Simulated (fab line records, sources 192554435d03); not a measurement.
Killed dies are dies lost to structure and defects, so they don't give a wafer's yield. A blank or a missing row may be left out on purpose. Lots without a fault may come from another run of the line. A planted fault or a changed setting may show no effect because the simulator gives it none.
Split-lot experiment | flow n5_finfet | 7 lots, 21 wafers read, on a route of 1938 steps

THE SPLIT
At N5_BEOL_M0_ETCH_138 (etches SiCN in CH3F/O2, target depth 12 nm, time 31.6 s), the setting bias_w was moved away from the recipe's 75 W on 5 of the 21 wafers read, by -16.2% to +17.7%. The other wafers ran this setting at the recipe's value.

The reading is taken at the split's own step.

THE READING
rf_vpp_V, in V, at N5_BEOL_M0_ETCH_138 (etches SiCN in CH3F/O2, target depth 12 nm, time 31.6 s). Fault-free wafers of this fab line usually give 297.1 V, standard deviation 1.7 V.

wafer  | tool, chamber at the split | bias_w as run, W | against the recipe | rf_vpp_V, V | against lot-mates on the recipe
L076.2 | rie_diel-05, 2             | 75               | recipe             | 299.5       | -
L076.4 | rie_diel-05, 1             | 75               | recipe             | 297.1       | -
L076.6 | rie_diel-05, 1             | 75               | recipe             | 297.8       | -
L078.1 | rie_diel-05, 0             | 88.25            | +17.7%             | 326.3       | +31.4
L078.2 | rie_diel-05, 3             | 75               | recipe             | 294.9       | -
L078.6 | rie_diel-05, 3             | 75               | recipe             | 294.8       | -
L082.3 | rie_diel-03, 0             | 75               | recipe             | 298.3       | -
L082.4 | rie_diel-03, 1             | 75               | recipe             | 296.0       | -
L082.5 | rie_diel-03, 0             | 75               | recipe             | 298.9       | -
L083.1 | rie_diel-03, 1             | 75               | recipe             | 297.1       | -
L083.2 | rie_diel-03, 0             | 75               | recipe             | 299.5       | -
L083.5 | rie_diel-03, 0             | 75               | recipe             | 298.8       | -
L089.2 | rie_diel-03, 2             | 83.93            | +11.9%             | 319.2       | +19.6
L089.3 | rie_diel-03, 0             | 75               | recipe             | 299.6       | -
L089.4 | rie_diel-03, 0             | 83.93            | +11.9%             | 320.5       | +20.9
L092.1 | rie_diel-05, 2             | 75               | recipe             | 299.6       | -
L092.2 | rie_diel-05, 3             | 75               | recipe             | 295.3       | -
L092.4 | rie_diel-05, 2             | 75               | recipe             | 299.0       | -
L096.1 | rie_diel-05, 0             | 75               | recipe             | 298.9       | -
L096.2 | rie_diel-05, 3             | 62.85            | -16.2%             | 264.6       | -34.3
L096.3 | rie_diel-05, 2             | 62.85            | -16.2%             | 267.2       | -31.7

THE FIT
A straight line over all 21 wafers: rf_vpp_V changes by +1.84 V for each +1% of bias_w; r = +0.99; the points scatter about the line by 1.9 V.
The same after taking each lot's own level away (the mean of its wafers on the recipe; 21 wafers): +1.88 V for each +1%; r = +0.99; scatter 1.5 V.
On that fit, the largest move of bias_w shifts the reading by 33 V.
The lots' own levels span 294.85 to 299.60 V, that is 2.8 times the standard deviation above.
So the lot-to-lot level changes the slope little: the two slopes agree.
Check: with one of the wafers moved furthest among these (+17.7%) left out of the fit, the line predicts +33.4 V for it against its lot-mates. It came out at +31.4 V against them.
Tool readings at the split's step, against how far the setting was moved: rf_vpp_V r = +0.99.

OTHER SPLITS ON THESE WAFERS
These wafers also went through other splits before the reading. Each is held against what the fit with the lots' levels taken away leaves over:
other split on the same wafers         | wafers away from the commonest value | r with rf_vpp_V (lot level and that fit taken away)
N5_GATE_CUT_ETCH_37 bias_w             | 7                                    | +0.09
N5_MOL_CONTACT_COAG_ALD_27 ald_cycles  | 5                                    | -0.19
N5_MOL_CONTACT_COAG_EXPOSE_81 dose_mj  | 7                                    | +0.29
N5_MOL_CONTACT_COAG_ALD_131 ald_cycles | 10                                   | -0.16
N5_BEOL_M0_SAQP_PECVD_96 time_s        | 3                                    | -0.09
N5_BEOL_M0_SAQP_PECVD_04 time_s        | 11                                   | -0.17

THE FILE'S OWN FIT
rf_vpp_V changes by +1.86 V for each +1% of bias_w, r = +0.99.
